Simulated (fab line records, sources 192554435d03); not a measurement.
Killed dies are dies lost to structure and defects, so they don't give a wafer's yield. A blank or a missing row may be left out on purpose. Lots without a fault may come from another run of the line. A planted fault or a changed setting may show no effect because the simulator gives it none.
fab line records | flow n5_finfet
record lots=7 wafers=39
route steps=1938 shown FIN_SAQP@143 DUMMY_GATE@228 GATE_CUT@469
start_h: hours from the record's first day to the start of the lot's first wafer shown | wait_h: hours since the lot's step before | " the same as in the row above | L1.1+2: a row that stands for several wafers | - no value, or no start given | * or withheld: withheld | < > ~ a bound
route shown NAME@n: a module of which the file shows steps, and the number in the route of the first | usual: mean/standard deviation of fault-free wafers | same: alike in all rows | chamber/n: place in a boat | sites: the reading at each site | _std_site: their standard deviation | _edge_site: outer sites' mean less inner sites' | radius_mm: how far each site lies from the wafer's centre | mask NAME#n: copy n | behind: the tool/chamber that last shaped the wafer | hold: why the lot was held/for how many hours/how that ended | device: the transistor (n, p or np) that didn't switch | end of line: the same wafers' tests at the end of the route | a step without rows: its recipe alone | killed: dies lost to structure and defects at the first sort, not the wafer's yield | map: a wafer's dies, x killed, . not, _ none there
set.NAME: the setting as run; set.NAME@STEP: as run at that earlier step | model.NAME: the simulator's own value behind a step, which no gauge read
lots whose settings were changed on purpose; a table a step, a row a wafer
## steps
# step N5_FIN_SAQP_ETCH_34
# recipe chemistry=C4F6/O2 target=SiO2 target_depth_a=450 time_s=15 ion_energy_ev=250 pressure_mtorr=30 source_w=345 bias_w=185 Ar_flow_sccm=300 C4F6_flow_sccm=10 O2_flow_sccm=10 ends=cleared
# usual rf_vpp_V=675/10
# columns lot.wafer tool chamber start_h wait_h set.source_w rf_vpp_V
L076.1 rie_diel-02 3 44.50 0.0 345 660
L076.5 " 1 " " 345 665
L076.6 " 0 " " 345 672
L080.1 rie_diel-01 2 61.60 0.0 345 680
L080.2 " 1 " " 345 684
L080.3 " 3 " " 345 656
L080.4 " 0 " " 345 665
L080.5 " 2 " " 345 680
L080.6 " 1 " " 345 685
L081.1 rie_diel-06 1 68.87 0.0 345 679
L081.2 " 3 " " 345 681
L081.3 " 0 " " 345 678
L081.4 " 3 " " 345 681
L081.5 " 0 " " 345 677
L081.6 " 1 " " 345 679
L082.1 rie_diel-02 3 73.58 0.0 376.2 631
L082.2 " 2 " " 345 698
L082.3 " 1 " " 345 667
L082.4 " 0 " " 376.2 643
L082.5 " 3 " " 376.2 632
L082.6 " 0 " " 345 671
L085.1 rie_diel-02 0 95.88 0.0 381.9 639
L085.2 " 1 " " 381.9 632
L085.3 " 2 " " 345 700
L085.4 " 0 " " 345 673
L085.5 " 2 " " 381.9 664
L085.6 " 1 " " 345 665
L092.1 rie_diel-06 3 133.26 0.0 345 681
L092.2 " 2 " " 289.1 734
L092.3 " 0 " " 289.1 741
L092.4 " 2 " " 289.1 736
L092.5 " 3 " " 345 681
L092.6 " 0 " " 345 677
L096.1 rie_diel-06 0 158.06 0.0 364.9 657
L096.2 " 3 " " 364.9 661
L096.3 " 2 " " 345 670
L096.4 " 1 " " 345 679
L096.5 " 3 " " 345 681
L096.6 " 2 " " 364.9 651
# step N5_DUMMY_GATE_EXPOSE_12
# recipe mask_id=GATE na=0.33 source_shape=annular sigma_inner=0.2 sigma_outer=0.6 polarization=unpolarized target_cd_nm=25 dose_mj=34
# columns lot.wafer tool chamber start_h wait_h mask set.dose_mj
L076.1+5+6 euv_scanner-02 0 64.19 - GATE#0 34
L080.1+2+5 euv_scanner-01 0 80.83 - GATE#0 31.64
L080.3+4+6 " 0 " " GATE#0 34
L081.1+3+6 euv_scanner-02 0 89.93 - GATE#0 32.62
L081.2+4+5 " 0 " " GATE#0 34
L082.1+2+4 euv_scanner-02 0 92.90 - GATE#0 35.03
L082.3+5+6 " 0 " " GATE#0 34
L085.1+4+5 euv_scanner-02 0 115.72 - GATE#0 34
L085.2+3+6 " 0 " " GATE#0 32.9
L092.1+3+4 euv_scanner-02 0 152.89 - GATE#0 34
L092.2+5+6 " 0 " " GATE#0 36.56
L096.1+2+3 euv_scanner-02 0 178.95 - GATE#0 34
L096.4+5+6 " 0 " " GATE#0 31.7
# step N5_DUMMY_GATE_PEB_13
# recipe peb_temp_c=100 peb_time_s=60 resist=CAR-EUV
# step N5_DUMMY_GATE_DEVELOP_14
# recipe develop_time_s=30 developer=TMAH resist=CAR-EUV rinse_liquid=surfactant_rinse dry=air_spin dev_temp_c=23
# step N5_DUMMY_GATE_CD_MEAS_15
# recipe target_cd_nm=25.8 landing_energy_ev=500 detector=se_inlens
# usual cd_nm=25.05/0.24
# columns lot.wafer tool chamber start_h wait_h set.dose_mj@DUMMY_GATE_EXPOSE_12 cd_nm
L076.1 cd_sem-02 0 64.31 - 34 25.06
L076.5 " 0 " " 34 24.65
L076.6 " 0 " " 34 24.89
L080.1 cd_sem-01 0 80.96 - 31.64 26.51
L080.2 " 0 " " 31.64 26.45
L080.3 " 0 " " 34 24.90
L080.4 " 0 " " 34 24.80
L080.5 " 0 " " 31.64 25.98
L080.6 " 0 " " 34 25.08
L081.1 cd_sem-01 0 90.06 - 32.62 25.94
L081.2 " 0 " " 34 25.14
L081.3 " 0 " " 32.62 25.42
L081.4 " 0 " " 34 25.25
L081.5 " 0 " " 34 25.29
L081.6 " 0 " " 32.62 25.62
L082.1 cd_sem-03 0 93.02 - 35.03 24.50
L082.2 " 0 " " 35.03 24.43
L082.3 " 0 " " 34 25.11
L082.4 " 0 " " 35.03 24.29
L082.5 " 0 " " 34 24.68
L082.6 " 0 " " 34 24.73
L085.1 cd_sem-01 0 115.85 - 34 25.24
L085.2 " 0 " " 32.9 25.64
L085.3 " 0 " " 32.9 25.66
L085.4 " 0 " " 34 25.33
L085.5 " 0 " " 34 25.14
L085.6 " 0 " " 32.9 25.74
L092.1 cd_sem-01 0 153.02 - 34 25.45
L092.2 " 0 " " 36.56 23.88
L092.3 " 0 " " 34 25.38
L092.4 " 0 " " 34 25.18
L092.5 " 0 " " 36.56 23.78
L092.6 " 0 " " 36.56 23.71
L096.1 cd_sem-03 0 179.08 - 34 24.69
L096.2 " 0 " " 34 25.28
L096.3 " 0 " " 34 24.98
L096.4 " 0 " " 31.7 26.36
L096.5 " 0 " " 31.7 26.36
L096.6 " 0 " " 31.7 26.27
# step N5_DUMMY_GATE_ETCH_37
# recipe chemistry=N2/H2 target=SOC target_depth_a=600 overetch_a=300 temp_c=40 ion_energy_ev=200 pressure_mtorr=30 source_w=840 bias_w=150 n2_flow_sccm=200 h2_flow_sccm=200
# usual rf_vpp_V=523.6/2.5
# columns lot.wafer tool chamber start_h wait_h set.source_w rf_vpp_V
L076.1 rie_diel-04 3 64.62 0.0 840 529.8
L076.5 " 1 " " 840 521.7
L076.6 " 0 " " 840 521.6
L080.1 rie_diel-03 3 81.24 0.0 840 526.0
L080.2 " 0 " " 840 527.6
L080.3 " 1 " " 840 528.4
L080.4 " 2 " " 840 520.6
L080.5 " 2 " " 840 521.8
L080.6 " 3 " " 840 526.0
L081.1 rie_diel-05 0 90.34 0.0 703.3 553.2
L081.2 " 1 " " 840 520.9
L081.3 " 3 " " 840 524.9
L081.4 " 2 " " 703.3 555.0
L081.5 " 0 " " 840 523.1
L081.6 " 3 " " 703.3 556.6
L082.1 rie_diel-03 0 93.31 0.0 939 508.2
L082.2 " 1 " " 939 507.7
L082.3 " 3 " " 840 524.6
L082.4 " 2 " " 840 519.8
L082.5 " 1 " " 840 526.6
L082.6 " 2 " " 939 501.2
L085.1 rie_diel-03 0 116.12 0.0 840 527.3
L085.2 " 2 " " 840 519.5
L085.3 " 1 " " 840 525.3
L085.4 " 0 " " 840 527.4
L085.5 " 2 " " 840 519.7
L085.6 " 1 " " 840 526.9
L092.1 rie_diel-05 2 153.40 0.0 840 523.6
L092.2 " 3 " " 897.4 513.4
L092.3 " 0 " " 897.4 511.2
L092.4 " 1 " " 840 521.1
L092.5 " 3 " " 840 525.3
L092.6 " 0 " " 897.4 511.3
L096.1 rie_diel-04 0 179.36 0.0 840 522.9
L096.2 " 3 " " 840 526.9
L096.3 " 1 " " 840 521.5
L096.4 " 2 " " 840 521.5
L096.5 " 2 " " 840 522.8
L096.6 " 3 " " 840 527.7
# step N5_DUMMY_GATE_STRIP_38
# recipe chemistry=N2/H2 temp_c=40 n2_flow_sccm=200 h2_flow_sccm=200 rf_frequency_hz=6e+07
# step N5_DUMMY_GATE_STRIP_39
# recipe chemistry=N2/H2 temp_c=40 n2_flow_sccm=200 h2_flow_sccm=200 rf_frequency_hz=6e+07
# step N5_DUMMY_GATE_TRIM_49
# recipe chemistry=O2 resist=SOC time_s=29 target_cd_nm=14 source_power_w=300 bias_power_w=0 O2_flow_sccm=100 temp_c=20
# columns lot.wafer tool chamber start_h wait_h set.dose_mj@DUMMY_GATE_EXPOSE_12 model.DUMMY_GATE.cd_nm
L076.1+5 rie_si-03 1,2 64.71 0.0 34 14.2
L076.6 " 1 " " 34 13.4
L080.1+2 rie_si-03 2,0 81.32 0.0 31.64 15.6
L080.3+4 " 3 " " 34 13.4
L080.5 " 0 " " 31.64 15.4
L080.6 " 2 " " 34 13.8
L081.1+3 rie_si-01 3,0 90.42 0.0 32.62 15
L081.2 " 1 " " 34 13.8
L081.4 " 2 " " 34 14.8
L081.5 " 1 " " 34 13.6
L081.6 " 0 " " 32.62 15.4
L082.1 rie_si-01 2 93.39 0.0 35.03 13
L082.2 " 1 " " 35.03 12.4
L082.3 " 3 " " 34 13.8
L082.4 " 0 " " 35.03 13.6
L082.5 " 2 " " 34 13.4
L082.6 " 1 " " 34 13
L085.1 rie_si-01 3 116.20 0.0 34 13.8
L085.2 " 2 " " 32.9 14.4
L085.3 " 1 " " 32.9 14.2
L085.4 " 0 " " 34 14.2
L085.5 " 1 " " 34 13.6
L085.6 " 0 " " 32.9 14.8
L092.1 rie_si-01 0 153.48 0.0 34 15
L092.2+5 " 1 " " 36.56 12.4
L092.3 " 2 " " 34 14
L092.4 " 3 " " 34 14.4
L092.6 " 0 " " 36.56 13
L096.1+2 rie_si-03 2,1 179.44 0.0 34 13.6
L096.3 " 0 " " 34 13.8
L096.4 " 3 " " 31.7 14.6
L096.5 " 1 " " 31.7 14.8
L096.6 " 0 " " 31.7 15.2
# step N5_DUMMY_GATE_STRIP_40
# recipe chemistry=CF4 resist=SiARC power_w=300 bias_power_w=75 pressure_mtorr=50 cf4_flow_sccm=150 rf_frequency_hz=6e+07
# step N5_DUMMY_GATE_ETCH_32
# recipe chemistry=CF4 target=SiO2 target_depth_a=35 time_s=3.9 ion_energy_ev=350 pressure_mtorr=10 icp_w=800 bias_w=400 cf4_flow_sccm=80
# step N5_DUMMY_GATE_ETCH_23
# recipe chemistry=HBr/Cl2/O2 HBr_flow_sccm=150 Cl2_flow_sccm=80 O2_flow_sccm=12 bias_w=102 target_depth_a=410 time_s=22.3 target=poly-Si mask_material=SiO2 pressure_mtorr=10 icp_w=800
# step N5_DUMMY_GATE_ETCH_44
# recipe chemistry=HBr/O2 over_etch_frac=0.7 target_depth_a=1275 stop_on=SiO2 ion_energy_ev=60 bias_w=20 target=poly-Si mask_material=SiO2 pressure_mtorr=20 icp_w=400 HBr_flow_sccm=120 O2_flow_sccm=10
# columns lot.wafer tool chamber start_h wait_h set.dose_mj@DUMMY_GATE_EXPOSE_12 model.DUMMY_GATE.cd_nm
L076.1 rie_si-06 1 65.24 0.0 34 15
L076.5 " 1 " " 34 15.4
L076.6 " 0 " " 34 14.4
L080.1+2 rie_si-06 0,2 82.08 0.0 31.64 16.6
L080.3+4 " 3,1 " " 34 14.8
L080.5 " 2 " " 31.64 16.2
L080.6 " 1 " " 34 15
L081.1 rie_si-03 3 91.21 0.0 32.62 16.2
L081.2 " 0 " " 34 14.6
L081.3 " 2 " " 32.62 16
L081.4 " 2 " " 34 15.8
L081.5 " 0 " " 34 14.8
L081.6 " 3 " " 32.62 16.6
L082.1 rie_si-06 1 94.07 0.0 35.03 14
L082.2 " 2 " " 35.03 13
L082.3 " 0 " " 34 15
L082.4 " 2 " " 35.03 14.2
L082.5+6 " 0,1 " " 34 14.4
L085.1 rie_si-06 2 116.74 0.0 34 14.8
L085.2 " 1 " " 32.9 15.8
L085.3 " 3 " " 32.9 15.4
L085.4 " 0 " " 34 15.6
L085.5 " 0 " " 34 15
L085.6 " 3 " " 32.9 16
L092.1 rie_si-03 2 154.02 0.0 34 16.2
L092.2+5 " 3,2 " " 36.56 13.6
L092.3 " 1 " " 34 15.2
L092.4 " 0 " " 34 15.6
L092.6 " 3 " " 36.56 14.2
L096.1+2+3 rie_si-06 2,1,3 179.97 0.0 34 14.6
L096.4 " 0 " " 31.7 15.8
L096.5 " 3 " " 31.7 16
L096.6 " 0 " " 31.7 16.2
# step N5_DUMMY_GATE_CD_MEAS_24
# recipe target_cd_nm=15
# usual cd_nm=14.9/0.43
# columns lot.wafer tool chamber start_h wait_h set.dose_mj@DUMMY_GATE_EXPOSE_12 cd_nm
L076.1 cd_sem-02 - 65.35 0.1 34 14.9
L076.5 " - " " 34 15.2
L076.6 " - " " 34 14.7
L080.1 cd_sem-01 - 82.19 0.1 31.64 16.7
L080.2 " - " " 31.64 17.0
L080.3 " - " " 34 14.9
L080.4 " - " " 34 14.4
L080.5 " - " " 31.64 16.1
L080.6 " - " " 34 14.8
L081.1 cd_sem-03 - 91.32 0.1 32.62 16.1
L081.2 " - " " 34 14.6
L081.3 " - " " 32.62 16.4
L081.4 " - " " 34 15.9
L081.5 " - " " 34 14.6
L081.6 " - " " 32.62 16.7
L082.1 cd_sem-01 - 94.18 0.1 35.03 14.0
L082.2 " - " " 35.03 13.3
L082.3 " - " " 34 14.9
L082.4 " - " " 35.03 14.2
L082.5 " - " " 34 14.5
L082.6 " - " " 34 14.5
L085.1 cd_sem-02 - 116.85 0.1 34 14.9
L085.2 " - " " 32.9 15.7
L085.3 " - " " 32.9 15.3
L085.4 " - " " 34 15.9
L085.5 " - " " 34 15.1
L085.6 " - " " 32.9 15.7
L092.1 cd_sem-02 - 154.13 0.1 34 16.0
L092.2 " - " " 36.56 13.3
L092.3 " - " " 34 15.4
L092.4 " - " " 34 15.5
L092.5 " - " " 36.56 13.6
L092.6 " - " " 36.56 13.9
L096.1 cd_sem-02 - 180.08 0.1 34 14.9
L096.2 " - " " 34 14.5
L096.3 " - " " 34 14.7
L096.4 " - " " 31.7 15.8
L096.5 " - " " 31.7 16.0
L096.6 " - " " 31.7 16.0
# step N5_GATE_CUT_ETCH_58
# recipe chemistry=CH3F/O2 target=SiNx target_depth_a=170 time_s=128.6 ion_energy_ev=50 pressure_mtorr=30 source_w=415 bias_w=21 Ar_flow_sccm=150 CH3F_flow_sccm=30 O2_flow_sccm=20
# usual rf_vpp_V=99.1/1.1
# columns lot.wafer tool chamber start_h wait_h set.bias_w rf_vpp_V
L076.1 rie_diel-03 3 98.12 0.1 21 98.1
L076.5 " 0 " " 21 100.2
L076.6 " 1 " " 21 98.9
L080.1 rie_diel-04 2 115.90 0.0 17.62 87.3
L080.2 " 3 " " 21 99.6
L080.3 " 0 " " 21 98.0
L080.4 " 1 " " 17.62 87.4
L080.5 " 1 " " 17.62 89.6
L080.6 " 2 " " 21 97.8
L081.1 rie_diel-04 2 125.13 0.1 24.12 107.8
L081.2 " 3 " " 21 99.1
L081.3 " 0 " " 21 98.4
L081.4 " 1 " " 24.12 107.7
L081.5 " 2 " " 24.12 108.1
L081.6 " 1 " " 21 98.9
L082.1 rie_diel-03 1 127.55 0.0 21 100.8
L082.2 " 0 " " 24.2 108.6
L082.3 " 3 " " 24.2 109.0
L082.4 " 2 " " 21 96.8
L082.5 " 2 " " 24.2 107.2
L082.6 " 3 " " 21 100.5
L085.1 rie_diel-05 3 148.61 0.2 21 98.1
L085.2 " 0 " " 21 98.7
L085.3 " 1 " " 21 99.1
L085.4 " 2 " " 21 98.8
L085.5 " 1 " " 21 98.0
L085.6 " 0 " " 21 99.3
L092.1 rie_diel-03 0 185.77 0.0 22.95 104.8
L092.2 " 3 " " 22.95 106.1
L092.3 " 1 " " 22.95 106.8
L092.4 " 2 " " 21 97.2
L092.5 " 1 " " 21 100.0
L092.6 " 2 " " 21 97.6
L096.1 rie_diel-03 3 214.01 0.0 21 99.1
L096.2 " 0 " " 21 100.3
L096.3 " 2 " " 21 99.9
L096.4 " 1 " " 21 98.0
L096.5 " 2 " " 21 99.0
L096.6 " 1 " " 21 100.7
## key
split step=N5_FIN_SAQP_ETCH_34 setting=source_w stated=345 by=wafer
response step=N5_FIN_SAQP_ETCH_34 reading=rf_vpp_V change=-3.66 per=1% r=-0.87
split step=N5_DUMMY_GATE_EXPOSE_12 setting=dose_mj stated=34 by=wafer
response step=N5_DUMMY_GATE_CD_MEAS_15 reading=cd_nm change=-0.187 per=1% r=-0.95
response step=N5_DUMMY_GATE_TRIM_49 reading=model.DUMMY_GATE.cd_nm change=-0.233 per=1% r=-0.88
response step=N5_DUMMY_GATE_ETCH_44 reading=model.DUMMY_GATE.cd_nm change=-0.236 per=1% r=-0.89
response step=N5_DUMMY_GATE_CD_MEAS_24 reading=cd_nm change=-0.244 per=1% r=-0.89
split step=N5_DUMMY_GATE_ETCH_37 setting=source_w stated=840 by=wafer
response step=N5_DUMMY_GATE_ETCH_37 reading=rf_vpp_V change=-1.8 per=1% r=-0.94
split step=N5_GATE_CUT_ETCH_58 setting=bias_w stated=21 by=wafer
response step=N5_GATE_CUT_ETCH_58 reading=rf_vpp_V change=+0.636 per=1% r=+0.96
